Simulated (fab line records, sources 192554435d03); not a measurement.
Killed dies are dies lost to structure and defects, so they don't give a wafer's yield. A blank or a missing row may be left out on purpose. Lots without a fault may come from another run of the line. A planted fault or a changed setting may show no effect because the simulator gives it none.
fab line records | flow n5_finfet
record lots=9 wafers=27 last_day=16
route steps=1938 shown FIN_SAQP@135 FIN_CUT@157 BEOL_M4@1111 PASSIVATION@1936
lots that met no fault: from a run of the same line without faults
start_h: hours from the record's first day to the start of the lot's first wafer shown | wait_h: hours since the lot's step before | " the same as in the row above | L1.1+2: a row that stands for several wafers | - no value, or no start given | * or withheld: withheld | < > ~ a bound
route shown NAME@n: a module of which the file shows steps, and the number in the route of the first | usual: mean/standard deviation of fault-free wafers | same: alike in all rows | chamber/n: place in a boat | sites: the reading at each site | _std_site: their standard deviation | _edge_site: outer sites' mean less inner sites' | radius_mm: how far each site lies from the wafer's centre | mask NAME#n: copy n | behind: the tool/chamber that last shaped the wafer | hold: why the lot was held/for how many hours/how that ended | device: the transistor (n, p or np) that didn't switch | end of line: the same wafers' tests at the end of the route | a step without rows: its recipe alone | killed: dies lost to structure and defects at the first sort, not the wafer's yield | map: a wafer's dies, x killed, . not, _ none there
set.NAME: the setting as run; set.NAME@STEP: as run at that earlier step | model.NAME: the simulator's own value behind a step, which no gauge read
steps of the route over a sample of lots; a table a step, a row a wafer
services: from which hour (start_h, from the record's first day; less than 0 if before it) a tool's chamber was out of use, for how many hours, and why
## steps
# step N5_FIN_SAQP_ETCH_67
# recipe chemistry=CH3F/O2 target=SiNx target_depth_a=300 mask_material=SOC pressure_mtorr=30 source_w=395 bias_w=73 Ar_flow_sccm=150 CH3F_flow_sccm=30 O2_flow_sccm=20 ion_energy_ev=120
# usual drypump_motor_current_A=5.9/0.54 oes_product_au=0.80/0.088 rf_vpp_V=299.3/2.7 showerhead_plenum_p_Torr=2.01/0.064 throttle_valve_pct=16.37/0.26
# columns lot.wafer tool chamber start_h wait_h drypump_motor_current_A oes_product_au rf_hours_counter_h rf_vpp_V showerhead_plenum_p_Torr throttle_valve_pct
L885.2 rie_diel-06 0 24.83 0.0 6.9 0.84 59 297.8 1.94 15.95
L885.5 " 1 " " 5.7 0.80 - 300.9 2.10 16.57
L885.6 " 0 " " 6.9 0.84 - 298.5 1.94 15.95
L886.3 rie_diel-06 1 30.90 0.0 5.7 0.80 88 300.1 2.10 16.59
L886.4 " 0 " " 6.8 0.84 61 298.6 1.94 15.96
L886.5 " 0 " " 6.8 0.84 - 298.4 1.94 15.95
L889.1 rie_diel-06 2 50.34 0.0 5.9 0.77 113 299.2 1.93 16.17
L889.3 " 1 " " 5.7 0.78 95 301.7 2.10 16.62
L889.6 " 2 " " 6.0 0.77 - 300.6 1.93 16.17
L890.1 rie_diel-06 1 56.33 0.0 5.7 0.79 96 303.0 2.10 16.60
L890.4 " 2 " " 5.9 0.75 114 300.0 1.93 16.19
L890.6 " 1 " " 5.7 0.79 - 303.2 2.10 16.61
L894.1 rie_diel-04 3 78.69 0.0 6.0 0.92 14 302.0 2.13 16.12
L894.2 " 2 " " 5.9 0.91 26 301.3 1.96 16.25
L894.4 " 0 " " 6.5 0.71 210 295.9 1.99 16.54
L895.3 rie_diel-04 2 85.19 0.0 5.9 0.90 28 303.3 1.96 16.30
L895.5 " 2 " " 5.8 0.90 - 301.2 1.96 16.28
L895.6 " 1 " " 5.9 0.68 - 296.3 1.97 16.61
L899.2 rie_diel-04 2 110.49 0.0 5.9 0.87 39 301.5 1.95 16.29
L899.3 " 3 " " 6.0 0.89 28 303.9 2.12 16.15
L899.5 " 3 " " 6.0 0.90 - 302.2 2.12 16.16
L900.2 rie_diel-02 0 114.83 0.0 5.3 0.96 6 295.4 1.96 15.78
L900.3 " 1 " " 5.5 0.72 190 299.3 2.07 16.53
L900.6 " 1 " " 5.5 0.72 - 300.2 2.07 16.54
L906.1 rie_diel-04 2 151.47 0.0 5.9 0.85 58 301.9 1.95 16.33
L906.3 " 0 " " 6.5 0.69 234 294.8 1.98 16.60
L906.4 " 2 " " 5.9 0.85 - 302.1 1.95 16.36
# step N5_FIN_SAQP_STRIP_77
# recipe chemistry=N2/H2 time_s=90 power_w=100 temp_c=40 pressure_mtorr=100 rf_frequency_hz=6e+07 bias_power_w=3 n2_flow_sccm=300 h2_flow_sccm=300
# usual drypump_motor_current_A=5.7/0.58 oes_product_au=0.79/0.088 rf_vpp_V=45.3/0.94 showerhead_plenum_p_Torr=3.39/0.093 temp_c=39.99/0.11 throttle_valve_pct=12.3/0.3
# same time_s=90
# columns lot.wafer tool chamber start_h wait_h drypump_motor_current_A oes_product_au rf_hours_counter_h rf_vpp_V showerhead_plenum_p_Torr temp_c throttle_valve_pct
L885.2 rie_diel-04 2 26.19 0.0 5.8 0.96 7 46.5 3.32 39.78 12.0
L885.5 " 1 " " 5.9 0.69 - 45.3 3.35 39.97 12.5
L885.6 " 0 " " 6.5 0.72 - 45.2 3.34 39.98 12.3
L886.3 rie_diel-04 2 31.80 0.0 5.9 0.94 10 45.7 3.32 39.98 12.0
L886.4 " 1 " " 6.0 0.69 - 45.9 3.34 40.20 12.5
L886.5 " 0 " " 6.6 0.72 - 45.3 3.34 40.00 12.3
L889.1 rie_diel-02 1 51.39 0.0 5.5 0.74 168 47.3 3.51 39.83 12.5
L889.3 " 3 " " 5.1 0.72 178 44.2 3.37 39.97 12.7
L889.6 " 1 " " 5.5 0.75 - 44.4 3.51 39.97 12.4
L890.1 rie_diel-06 0 57.59 0.0 6.9 0.82 70 44.3 3.29 40.12 11.8
L890.4 " 1 " " 5.7 0.78 97 46.7 3.54 39.90 12.4
L890.6 " 0 " " 6.9 0.82 - 45.0 3.29 40.18 11.8
L894.1 rie_diel-04 3 79.63 0.0 6.0 0.92 15 44.2 3.59 39.86 11.9
L894.2 " 1 " " 6.0 0.68 232 42.9 3.34 40.13 12.5
L894.4 " 2 " " 5.8 0.90 26 46.5 3.31 40.04 12.1
L895.3 rie_diel-06 0 86.27 0.0 6.8 0.82 81 45.0 3.28 39.97 11.9
L895.5 " 3 " " 4.9 0.85 - 43.8 3.43 40.02 12.2
L895.6 " 0 " " 6.9 0.83 - 45.6 3.28 39.85 11.9
L899.2 rie_diel-02 2 111.68 0.0 6.5 0.84 73 46.0 3.42 40.03 12.3
L899.3 " 1 " " 5.5 0.72 188 45.2 3.50 39.91 12.5
L899.5 " 0 " " 5.3 0.96 - 44.8 3.33 39.84 11.8
L900.2 rie_diel-02 0 115.74 0.0 5.3 0.96 6 46.5 3.33 39.84 11.8
L900.3 " 3 " " 5.1 0.69 203 44.5 3.36 40.07 12.8
L900.6 " 3 " " 5.1 0.68 - 43.9 3.36 40.05 12.8
L906.1 rie_diel-06 3 152.38 0.0 4.9 0.81 81 45.7 3.42 40.01 12.3
L906.3 " 0 " " 6.8 0.80 103 46.1 3.27 39.94 11.9
L906.4 " 1 " " 5.7 0.75 130 44.4 3.53 39.94 12.5
# step N5_FIN_SAQP_FIN_ETCH_36
# recipe chemistry=HBr/Cl2/O2 target_depth_a=1200 mask_material=SiNx time_s=50.4 bias_w=102 pressure_mtorr=10 icp_w=800 HBr_flow_sccm=150 Cl2_flow_sccm=80 O2_flow_sccm=12
# usual drypump_motor_current_A=5.9/0.45 he_backside_leak_sccm=2.82/0.26 oes_product_au=0.995/0.02 throttle_valve_pct=35.84/0.19
# same time_s=50.4
# columns lot.wafer tool chamber start_h wait_h drypump_motor_current_A he_backside_leak_sccm oes_product_au rf_hours_counter_h throttle_valve_pct
L885.2 rie_si-02 3 26.38 0.0 6.2 2.52 0.991 138 36.15
L885.5 " 0 " " 5.9 2.59 1.021 - 35.91
L885.6 " 3 " " 6.2 2.57 0.993 - 36.13
L886.3 rie_si-02 1 32.00 0.0 5.7 3.03 1.007 131 35.82
L886.4 " 0 " " 5.9 2.76 1.006 74 35.92
L886.5 " 3 " " 6.2 2.44 0.991 - 36.14
L889.1 rie_si-02 2 51.59 0.0 6.0 2.82 1.004 75 35.65
L889.3 " 0 " " 5.9 2.82 1.019 75 35.92
L889.6 " 1 " " 5.8 3.03 1.029 - 35.78
L890.1 rie_si-04 0 57.78 0.0 6.4 3.07 0.974 62 35.62
L890.4 " 1 " " 5.4 3.48 0.977 197 35.96
L890.6 " 0 " " 6.4 3.04 0.967 - 35.64
L894.1 rie_si-02 2 79.82 0.0 6.0 2.71 1.006 76 35.63
L894.2 " 3 " " 6.2 2.42 0.999 139 36.14
L894.4 " 0 " " 5.9 2.67 1.019 75 35.90
L895.3 rie_si-04 3 86.46 0.0 6.5 2.65 0.981 88 35.72
L895.5 " 1 " " 5.4 3.54 0.969 - 35.97
L895.6 " 0 " " 6.5 3.20 0.956 - 35.64
L899.2 rie_si-04 0 111.88 0.0 6.4 3.00 0.954 63 35.66
L899.3 " 2 " " 4.9 2.79 1.003 8 35.70
L899.5 " 1 " " 5.4 3.46 0.961 - 35.97
L900.2 rie_si-02 2 115.93 0.0 6.0 2.90 1.007 77 35.66
L900.3 " 1 " " 5.7 3.07 1.022 133 35.81
L900.6 " 3 " " 6.2 2.53 0.996 - 36.14
L906.1 rie_si-02 2 152.58 0.0 5.9 2.71 1.001 77 35.65
L906.3 " 0 " " 5.9 2.73 1.011 76 35.91
L906.4 " 3 " " 6.2 2.63 0.988 140 36.14
# step N5_FIN_CUT_COAT_02
# recipe resist=CAR-EUV spin_rpm=1500 resist_thk_nm=30
# usual dispense_pressure_kPa=50/5 spin_speed_rpm=1500.1/0.92
# columns lot.wafer tool chamber start_h wait_h dispense_pressure_kPa spin_speed_rpm
L885.2 litho_track-05 0 26.67 - 56 1500.8
L885.5 " 0 " " 56 1500.8
L885.6 " 0 " " 56 1499.7
L886.3 litho_track-03 0 32.29 - 49 1498.3
L886.4 " 0 " " 49 1500.2
L886.5 " 0 " " 49 1499.1
L889.1 litho_track-05 0 51.88 - 56 1499.5
L889.3 " 0 " " 56 1500.2
L889.6 " 0 " " 56 1499.6
L890.1 litho_track-03 0 58.07 - 49 1499.2
L890.4 " 0 " " 49 1500.9
L890.6 " 0 " " 49 1500.2
L894.1 litho_track-05 0 80.11 - 56 1499.7
L894.2 " 0 " " 56 1499.9
L894.4 " 0 " " 56 1500.7
L895.3 litho_track-05 0 86.75 - 56 1501.0
L895.5 " 0 " " 56 1501.7
L895.6 " 0 " " 56 1499.9
L899.2 litho_track-05 0 112.17 - 56 1380.3
L899.3 " 0 " " 56 1379.2
L899.5 " 0 " " 56 1380.1
L900.2 litho_track-05 0 116.22 - 56 1383.3
L900.3 " 0 " " 56 1383.2
L900.6 " 0 " " 56 1382.5
L906.1 litho_track-04 0 152.86 - 44 1500.3
L906.3 " 0 " " 44 1500.3
L906.4 " 0 " " 44 1501.0
# step N5_BEOL_M4_RC_MEAS_101
# usual DIBL_N=36.3/1 DIBL_P=36.2/1.4 IOFF_N=0.157/0.021 IOFF_P=0.206/0.025 ION_N=673/9 ION_P=461/6.4 SS_N=71.5/0.5 SS_P=73.2/0.47 VT_N=249.9/2.4 VT_P=-250.6/2.9
# columns lot.wafer tool chamber start_h wait_h DIBL_N[mV/V] DIBL_P[mV/V] IOFF_N[nA/um] IOFF_P[nA/um] ION_N[uA/um] ION_P[uA/um] SS_N[mV/dec] SS_P[mV/dec] VT_N[mV] VT_P[mV]
L885.2 prober-01 0 168.26 0.2 35.0 35.5 0.131 0.174 674 456 71.2 72.7 252.7 -254.4
L885.5 " 0 " " 35.3 34.7 0.128 0.170 664 452 71.7 73.0 252.4 -255.1
L885.6 " 0 " " 35.6 35.7 0.131 0.179 665 456 70.8 72.5 254.0 -254.1
L886.3 prober-01 0 173.55 0.3 35.3 34.4 0.136 0.177 671 462 70.8 73.1 250.8 -251.1
L886.4 " 0 " " 37.3 37.2 0.170 0.217 682 467 71.2 74.0 248.2 -250.9
L886.5 " 0 " " 34.9 34.2 0.129 0.175 668 461 70.1 73.2 250.4 -252.8
L890.1 prober-02 0 199.64 0.0 36.7 37.4 0.170 0.224 669 464 72.4 73.5 247.3 -249.1
L890.4 " 0 " " 35.1 36.1 0.145 0.196 665 456 71.5 73.2 251.9 -252.0
L890.6 " 0 " " 35.3 36.2 0.144 0.196 661 458 70.9 73.4 251.8 -252.4
L889.1 prober-01 0 203.23 0.0 35.1 35.5 0.132 0.191 675 465 70.5 72.7 252.1 -252.4
L889.3 " 0 " " 36.8 37.4 0.159 0.221 679 471 71.0 73.3 246.7 -248.8
L889.6 " 0 " " 36.6 37.1 0.158 0.216 679 464 71.9 72.9 248.5 -251.5
L894.1 prober-02 0 211.26 0.0 35.4 35.4 0.140 0.180 663 451 70.8 73.5 252.7 -250.7
L894.2 " 0 " " 36.5 36.8 0.175 0.203 685 465 72.0 73.5 246.5 -250.9
L894.4 " 0 " " 36.2 35.5 0.159 0.186 661 450 71.9 73.4 250.9 -254.0
L895.3 prober-02 0 215.13 0.3 35.7 34.6 0.132 0.177 668 458 71.7 72.9 250.7 -251.9
L895.5 " 0 " " 37.5 36.7 0.153 0.205 664 458 71.8 73.6 251.9 -251.3
L895.6 " 0 " " 35.7 34.4 0.135 0.174 659 456 71.9 72.6 251.5 -251.5
L899.2 prober-01 0 251.95 0.2 36.6 36.7 0.187 0.259 685 470 71.7 73.0 247.2 -244.2
L899.3 " 0 " " 36.8 36.7 0.202 0.271 687 475 71.7 72.9 243.5 -244.8
L899.5 " 0 " " 36.1 34.8 0.169 0.233 682 471 71.1 72.7 247.3 -248.5
L900.2 prober-02 0 263.53 0.2 35.6 35.0 0.139 0.220 666 466 71.5 72.8 251.5 -247.1
L900.3 " 0 " " 37.0 35.2 0.150 0.224 671 462 71.8 73.1 250.7 -247.0
L900.6 " 0 " " 36.3 35.1 0.145 0.217 661 462 71.1 72.9 251.4 -247.4
L906.1 prober-01 0 289.16 0.0 35.8 34.6 0.141 0.206 679 470 71.0 73.2 250.3 -247.9
L906.3 " 0 " " 36.5 34.8 0.147 0.210 665 463 71.5 72.5 248.9 -246.2
L906.4 " 0 " " 35.6 34.3 0.142 0.208 681 472 71.0 72.6 250.8 -247.9
# step N5_PASSIVATION_PROBE_49
# usual defect_limited_yield=91.1/1.3 killed_at_M0_to_M3=36/10 killed_at_M4_up=14/4.4 killed_at_contacts=14/5.7 killed_at_front_end=39/9.4 killed_at_other=2.9/2.6 killed_dies=105/15 killed_on_rim=14/3.5 killed_open=70/12 killed_short=34/7.1 sort_bin_5_function=5.3/0.77 sort_bin_6_memory=3.3/0.66 sort_n_pass=1075/15 sort_yield_pct=91.1/1.3
# same gross_dies=1180 killed_at_back_side=0 sort_bin_4_leakage[%]=0 sort_bin_8_speed[%]=0
# columns lot.wafer tool chamber start_h wait_h defect_limited_yield[%] killed_at_M0_to_M3 killed_at_M4_up killed_at_contacts killed_at_front_end killed_at_other killed_dies killed_on_rim killed_open killed_short sort_bin_5_function[%] sort_bin_6_memory[%] sort_n_pass sort_yield_pct[%]
L889.1 prober-01 - 298.49 0.0 90.8 34 12 9 54 0 109 12 72 37 5.4 3.3 1071 90.8
L889.3 prober-01 - 298.59 0.1 89.0 40 17 8 58 7 130 15 91 38 7.0 3.8 1050 89.0
L889.6 prober-01 - 298.74 0.3 89.0 50 22 12 42 4 130 20 89 38 6.7 3.9 1050 89.0
L890.1 prober-01 - 302.80 0.0 90.7 21 7 17 65 0 110 16 79 28 5.6 3.2 1070 90.7
L890.4 prober-01 - 302.95 0.2 90.8 18 23 13 54 1 109 17 70 35 5.6 3.4 1071 90.8
L890.6 prober-01 - 303.05 0.3 90.7 36 17 11 46 0 110 16 76 32 5.8 3.3 1070 90.7
L894.1 prober-02 - 315.24 0.0 90.8 36 15 9 43 6 109 12 66 42 5.6 3.4 1071 90.8
L894.2 prober-02 - 315.29 0.1 91.8 41 13 8 35 0 97 18 66 31 5.2 2.9 1083 91.8
L894.4 prober-02 - 315.39 0.2 91.5 41 12 14 29 4 100 14 55 44 5.2 2.8 1080 91.5
L895.3 prober-02 - 318.61 0.1 91.5 40 13 9 37 1 100 12 74 26 5.8 2.5 1080 91.5
L895.5 prober-02 - 318.71 0.2 91.4 44 13 11 33 1 102 12 65 35 5.3 3.1 1078 91.4
L895.6 prober-02 - 318.76 0.3 90.6 40 18 14 38 1 111 16 83 26 5.3 3.8 1069 90.6
L899.2 prober-01 - 360.07 0.1 89.7 52 13 8 48 1 122 15 88 33 5.7 4.3 1058 89.7
L899.3 prober-01 - 360.12 0.1 91.3 45 17 6 34 1 103 13 66 37 5.3 3.0 1077 91.3
L899.5 prober-01 - 360.22 0.2 90.8 39 13 13 42 1 108 16 72 36 5.1 3.7 1072 90.8
L906.1 prober-01 - 384.49 0.0 92.7 24 17 13 27 5 86 11 60 24 4.5 2.7 1094 92.7
L906.3 prober-01 - 384.59 0.1 92.2 27 11 22 24 8 92 8 57 34 4.9 2.8 1088 92.2
L906.4 prober-01 - 384.64 0.2 93.2 29 12 4 33 2 80 14 54 23 4.0 2.5 1100 93.2
# killed by level:class
L889.1 STI_FIN_REVEAL:geometric_particle:open=17 FIN_SAQP:geometric_particle:open=14 BEOL_M0_SAQP:geometric_particle:short=8 MOL_CONTACT_COAG:geometric_particle:open=7 BEOL_M3:geometric_particle:open=6 BEOL_M0_SAQP:geometric_particle:open=5 BEOL_M1:geometric_particle:open=5 STARTING-WAFER:geometric_particle:open=5
L889.3 STI_FIN_REVEAL:geometric_particle:open=21 BEOL_M3:geometric_particle:open=11 MOL_CONTACT_COAG:geometric_particle:open=8 BEOL_M0_SAQP:geometric_particle:open=8 FIN_SAQP:geometric_particle:short=7 FIN_SAQP:geometric_particle:open=7 BEOL_M4:geometric_particle:open=7 BEOL_M1:geometric_particle:open=6
L889.6 FIN_SAQP:geometric_particle:open=17 MOL_CONTACT_COAG:geometric_particle:open=10 BEOL_M0_SAQP:geometric_particle:short=9 BEOL_M4:geometric_particle:open=9 BEOL_M3:geometric_particle:open=8 DUMMY_GATE:geometric_particle:open=7 BEOL_M1:geometric_particle:open=7 STI_FIN_REVEAL:geometric_particle:open=6
L890.1 STI_FIN_REVEAL:geometric_particle:open=30 MOL_CONTACT_COAG:geometric_particle:open=11 FIN_SAQP:geometric_particle:open=6 MOL_CONTACT_COAG:geometric_particle:short=6 DUMMY_GATE:geometric_particle:open=5 GATE_CUT:geometric_particle:open=5 BEOL_M1:geometric_particle:open=5 ILD0:geometric_particle:short=3
L890.4 STI_FIN_REVEAL:geometric_particle:open=16 BEOL_M4:geometric_particle:open=14 MOL_CONTACT_COAG:geometric_particle:open=9 GATE_CUT:geometric_particle:short=8 BEOL_M0_SAQP:geometric_particle:short=7 FIN_SAQP:geometric_particle:open=6 BEOL_M0_SAQP:geometric_particle:open=5 FIN_SAQP:geometric_particle:short=4
L890.6 BEOL_M0:geometric_particle:open=11 MOL_CONTACT_COAG:geometric_particle:open=10 BEOL_M4:geometric_particle:open=9 STI_FIN_REVEAL:geometric_particle:open=8 DUMMY_GATE:geometric_particle:open=7 FIN_SAQP:geometric_particle:open=6 FIN_SAQP:geometric_particle:short=6 BEOL_M0_SAQP:geometric_particle:short=5
L894.1 FIN_SAQP:geometric_particle:short=12 BEOL_M4:geometric_particle:open=10 STI_FIN_REVEAL:geometric_particle:open=9 BEOL_M0_SAQP:geometric_particle:open=8 GATE_CUT:geometric_particle:short=7 BEOL_M0_SAQP:geometric_particle:short=7 BEOL_M3:geometric_particle:open=6 MOL_CONTACT_COAG:geometric_particle:open=6
L894.2 BEOL_M0_SAQP:geometric_particle:short=12 BEOL_M0_SAQP:geometric_particle:open=10 BEOL_M3:geometric_particle:open=8 STI_FIN_REVEAL:geometric_particle:open=7 BEOL_M4:geometric_particle:open=7 FIN_SAQP:geometric_particle:open=5 GATE_CUT:geometric_particle:short=5 MOL_CONTACT_COAG:geometric_particle:open=5
L894.4 FIN_SAQP:geometric_particle:short=11 MOL_CONTACT_COAG:geometric_particle:open=10 BEOL_M3:geometric_particle:open=8 BEOL_M0_SAQP:geometric_particle:short=6 BEOL_M0_SAQP:geometric_particle:open=6 BEOL_M1:geometric_particle:open=6 BEOL_M4:geometric_particle:open=6 GATE_CUT:geometric_particle:short=5
L895.3 BEOL_M1:geometric_particle:open=16 STI_FIN_REVEAL:geometric_particle:open=11 BEOL_M4:geometric_particle:open=8 MOL_CONTACT_COAG:geometric_particle:open=7 BEOL_M0_SAQP:geometric_particle:open=7 BEOL_M2:geometric_particle:open=7 FIN_SAQP:geometric_particle:short=5 DUMMY_GATE:geometric_particle:open=5
L895.5 BEOL_M0_SAQP:geometric_particle:open=11 BEOL_M0_SAQP:geometric_particle:short=10 BEOL_M1:geometric_particle:open=10 STI_FIN_REVEAL:geometric_particle:open=9 MOL_CONTACT_COAG:geometric_particle:open=8 STARTING-WAFER:geometric_particle:short=6 BEOL_M2:geometric_particle:open=6 GATE_CUT:geometric_particle:short=4
L895.6 BEOL_M2:geometric_particle:open=16 MOL_CONTACT_COAG:geometric_particle:open=13 BEOL_M4:geometric_particle:open=9 STI_FIN_REVEAL:geometric_particle:open=8 GATE_CUT:geometric_particle:short=7 FIN_SAQP:geometric_particle:open=6 BEOL_M0_SAQP:geometric_particle:open=6 BEOL_M1:geometric_particle:open=6
L899.2 STI_FIN_REVEAL:geometric_particle:open=19 BEOL_M0_SAQP:geometric_particle:open=15 BEOL_M0_SAQP:geometric_particle:short=13 BEOL_M3:geometric_particle:open=11 FIN_SAQP:geometric_particle:open=7 MOL_CONTACT_COAG:geometric_particle:open=6 BEOL_M4:geometric_particle:open=6 STI_FIN_REVEAL:geometric_particle:short=5
L899.3 BEOL_M0_SAQP:geometric_particle:short=16 BEOL_M0_SAQP:geometric_particle:open=15 STI_FIN_REVEAL:geometric_particle:open=13 BEOL_M4:geometric_particle:open=6 FIN_CUT:geometric_particle:open=4 MOL_CONTACT_COAG:geometric_particle:open=4 BEOL_M2:geometric_particle:open=4 BEOL_M3:geometric_particle:short=4
L899.5 BEOL_M0_SAQP:geometric_particle:open=11 FIN_SAQP:geometric_particle:open=9 DUMMY_GATE:geometric_particle:open=9 BEOL_M0_SAQP:geometric_particle:short=9 MOL_CONTACT_COAG:geometric_particle:open=8 BEOL_M4:geometric_particle:open=8 BEOL_M1:geometric_particle:open=6 STI_FIN_REVEAL:geometric_particle:open=5
L906.1 MOL_CONTACT_COAG:geometric_particle:open=10 BEOL_M3:geometric_particle:open=8 FIN_SAQP:geometric_particle:open=7 BEOL_M0_SAQP:geometric_particle:short=4 BEOL_M0_SAQP:geometric_particle:open=4 STI_FIN_REVEAL:geometric_particle:open=3 MOL_CONTACT_COAG:geometric_particle:short=3 BEOL_M9:geometric_particle:open=3
L906.3 MOL_CONTACT_COAG:geometric_particle:open=19 STI_FIN_REVEAL:geometric_particle:open=11 BEOL_M0_SAQP:geometric_particle:open=10 BEOL_M0_SAQP:geometric_particle:short=6 FIN_SAQP:geometric_particle:short=4 BEOL_M3:geometric_particle:open=4 BEOL_M4:geometric_particle:open=4 MOL_CONTACT_COAG:geometric_particle:short=3
L906.4 BEOL_M3:geometric_particle:open=14 STI_FIN_REVEAL:geometric_particle:open=9 FIN_SAQP:geometric_particle:open=6 FIN_SAQP:geometric_particle:short=5 STI_FIN_REVEAL:geometric_particle:short=4 DUMMY_GATE:geometric_particle:open=4 MOL_CONTACT_COAG:geometric_particle:open=4 BEOL_M2:geometric_particle:open=4
## services
# columns tool chamber start_h hours kind
rie_diel-06 - 9.71 1.2 repair
rie_si-02 3 12.42 8.7 repair
rie_diel-04 3 13.06 - clean
rie_diel-04 3 13.06 - consumable_replace:focus_ring
rie_diel-04 3 13.06 - consumable_replace:showerhead
rie_diel-04 3 13.06 22.3 scheduled_down
rie_diel-04 3 13.06 22.3 vent_cycle
rie_diel-02 1 15.34 7.3 repair
litho_track-05 - 16.87 - consumable_replace:filter
rie_si-04 2 70.23 8.0 repair
rie_si-02 1 74.50 3.2 repair
rie_diel-02 0 85.26 - clean
rie_diel-02 0 85.26 - consumable_replace:focus_ring
rie_diel-02 0 85.26 18.9 scheduled_down
rie_diel-02 0 85.26 18.9 vent_cycle
rie_diel-04 0 96.47 9.4 repair
rie_diel-04 1 108.49 18.2 repair
rie_si-04 1 112.30 - clean
rie_si-04 1 112.30 27.5 scheduled_down
rie_si-04 1 112.30 27.5 vent_cycle
rie_diel-04 1 151.30 - clean
rie_diel-04 1 151.30 - consumable_replace:focus_ring
rie_diel-04 1 151.30 20.6 scheduled_down
rie_diel-04 1 151.30 20.6 vent_cycle
## key
first_sign step=N5_FIN_CUT_COAT_02 reading=spin_speed_rpm direction=down sigmas=99+ usual=* struck=*
effect none on later readings
met_at N5_FIN_CUT_COAT_02
struck_lots L899,L900
not_acting_at N5_FIN_SAQP_ETCH_67,N5_FIN_SAQP_STRIP_77,N5_FIN_SAQP_FIN_ETCH_36
onset_between 86.75 112.17
fault kind=process_parameter_drift tool=litho_track-05 chamber=- onset_h=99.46 steps=N5_FIN_CUT_COAT_02 channel=spin_rpm offset=* shape=step end_h=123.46 acts_in=* stated=*
